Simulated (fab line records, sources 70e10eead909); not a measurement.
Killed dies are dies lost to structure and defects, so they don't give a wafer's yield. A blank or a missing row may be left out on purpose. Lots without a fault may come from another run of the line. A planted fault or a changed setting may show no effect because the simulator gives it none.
A struck lot beside a sound one | flow nand_harc | 24 steps out of a route of 1302
Sound: wafers L244.3, L244.4, L244.5. Struck: wafer L233.5. (L233.2, L233.3 of the same lot were not struck and are left out.) The cause comes at the end.
At each step with rows: each side's tool, then ch and its chambers, then its first start. Under that, the readings that differ: sound wafers | struck wafers | difference of the means | sigmas: that difference in standard deviations of wafers without a fault.
alike: readings whose means differ by less than 2 such deviations, and words and numbers that are the same on both sides. not compared: withheld readings, readings that some wafer has no value for, bounds like >300 that may hide the same value, and numbers for which the record gives no deviation and whose values overlap.
The two part at a step that has a row with sigmas, a row that says differs or no value, or rows on one side only. Numbers that don't overlap but have no deviation are shown without sigmas and don't part them. A reading that every wafer of one side lacks parts them only if that side has two wafers or more.

NHARC_P_M1_INSPECT_27:
  sound on defect_inspect-02, day 12 09:18; struck on defect_inspect-01, day 8 07:41
  alike: raw_defect_count
NHARC_P_M1_PRE_CLEAN_32: time 12 s.
  sound on pecvd-03 ch 0,2, day 12 09:28; struck on pecvd-02 ch 1, day 8 07:46
  alike: heater_power_w
NHARC_P_M1_DEP_33: deposits SiCN, target thk 30 nm.
  sound on pecvd-03 ch 0,2, day 12 09:37; struck on pecvd-02 ch 1, day 8 07:53
  reading                      | sound             | struck | difference | sigmas
  chamber_pressure_Torr (Torr) | 3.001 3.006 3.006 | 2.991  | -0.013     | -2
  heater_power_w (W)           | 664 656 670       | 527    | -136       | -2
then, 8 steps without rows for these wafers: NHARC_P_M2_DEP_00 (deposits SiOC, target thk 182.5 nm); NHARC_P_M2_DEHYDRATE_01 (time 120 s); NHARC_P_M2_HMDS_02 (time 30 s); NHARC_P_M2_COAT_34 (time 65 s); NHARC_P_M2_COAT_03 (resist thk 90 nm); NHARC_P_M2_SOFTBAKE_04 (time 55 s); NHARC_P_M2_EBR_05; NHARC_P_M2_EXPOSE_06 (exposes mask P M2, target cd 170 nm).
NHARC_P_M2_PEB_07: peb time 65 s.
  sound on litho_track-04 ch 0, day 12 10:42; struck on litho_track-06 ch 0, day 8 09:00
then, 1 step without rows for these wafers: NHARC_P_M2_DEVELOP_08 (develop time 35 s).
NHARC_P_M2_CD_MEAS_09: target cd 170 nm.
  sound on cd_sem-03 ch 0, day 12 10:47; struck on cd_sem-01 ch 0, day 8 09:05
  reading    | sound             | struck | difference | sigmas
  cd_nm (nm) | 169.6 170.5 168.7 | 178.2  | +8.6       | +11
NHARC_P_M2_OVL_MEAS_10: pitch 340 nm.
  sound on overlay-01, day 12 10:52; struck on overlay-02, day 8 09:10
  alike: overlay_x_nm, overlay_y_nm
NHARC_P_M2_INSPECT_11:
  sound on defect_inspect-02, day 12 10:55; struck on defect_inspect-01, day 8 09:13
  alike: raw_defect_count
NHARC_P_M2_DESCUM_14: chemistry O2, time 3 s.
  sound on rie_diel-02 ch 0,3, day 12 10:58; struck on rie_diel-10 ch 0, day 8 09:16
  reading               | sound             | struck | difference | sigmas
  model.P_M2.cd_nm (nm) | 169.2 169.3 168.6 | 178.8  | +9.8       |
  alike: drypump_motor_current_A, oes_product_au, rf_vpp_V, showerhead_plenum_p_Torr, throttle_valve_pct
  not compared: rf_hours_counter_h
NHARC_P_M2_ETCH_35: etches the open film in N2/H2, target depth 40 nm, overetch 12 nm, time 43.94 s.
  sound on rie_diel-02 ch 0,2,3, day 12 11:04; struck on rie_diel-10 ch 2, day 8 09:22
  alike: drypump_motor_current_A, oes_product_au, rf_vpp_V, showerhead_plenum_p_Torr, throttle_valve_pct
  not compared: rf_hours_counter_h
NHARC_P_M2_ETCH_15: etches the open film in C4F8/Ar, target depth 182.5 nm, time 91.2 s.
  sound on rie_diel-02 ch 1,2; struck on rie_diel-10 ch 1
  alike: oes_product_au, rf_vpp_V
  not compared: rf_hours_counter_h
NHARC_P_M2_CD_MEAS_16:
  sound on cd_sem-03, day 12 11:17; struck on cd_sem-03, day 8 09:34
  reading    | sound             | struck | difference | sigmas
  cd_nm (nm) | 170.0 170.3 168.6 | 178.6  | +9.0       | +9
NHARC_P_M2_STRIP_18: strips in N2/H2.
  sound on rie_diel-10 ch 0,1,3, day 12 11:24; struck on rie_diel-05 ch 1, day 8 09:42
  reading     | sound               | struck | difference | sigmas
  power_w (W) | 1002.0 997.7 1006.8 | 993.0  | -9.2       | -3
  alike: drypump_motor_current_A, oes_product_au, rf_vpp_V, showerhead_plenum_p_Torr, throttle_valve_pct
  not compared: rf_hours_counter_h
NHARC_P_M2_ETCH_28: etches the open film in CF4/N2, target depth 30 nm, time 72.99 s.
  sound on rie_diel-10 ch 0,2,3; struck on rie_diel-05 ch 1
  reading               | sound             | struck | difference | sigmas
  model.P_M2.cd_nm (nm) | 168.7 170.5 168.6 | 179.2  | +9.9       |
  alike: drypump_motor_current_A, oes_product_au, rf_vpp_V, showerhead_plenum_p_Torr, throttle_valve_pct
  not compared: rf_hours_counter_h
then, 1 step without rows for these wafers: NHARC_P_M2_STRIP_19 (strips in post etch residue remover, time 600 s).
-- the record jumps here: 18 days lie between the struck wafers' starts before and after (it left off in module P_M2 and takes up again in module END, whose first step shown is number 1302 of the route) --
NHARC_END_SORT_01:
  sound on prober-01 ch 0, day 30 21:44; struck on prober-02 ch 0, day 26 00:27
  reading                  | sound          | struck | difference | sigmas
  defect_limited_yield (%) | 86.0 86.4 88.6 | 94.2   | +7.2       | +3
  killed_at_array          | 92 83 72       | 36     | -46        | -3
  killed_dies              | 95 92 77       | 39     | -49        | -3
  alike: killed_at_other, killed_at_periphery, killed_open, killed_short

WHERE THEY PART
First at NHARC_P_M1_DEP_33; last, within this record, at NHARC_END_SORT_01.

WHY: what the simulator had put in
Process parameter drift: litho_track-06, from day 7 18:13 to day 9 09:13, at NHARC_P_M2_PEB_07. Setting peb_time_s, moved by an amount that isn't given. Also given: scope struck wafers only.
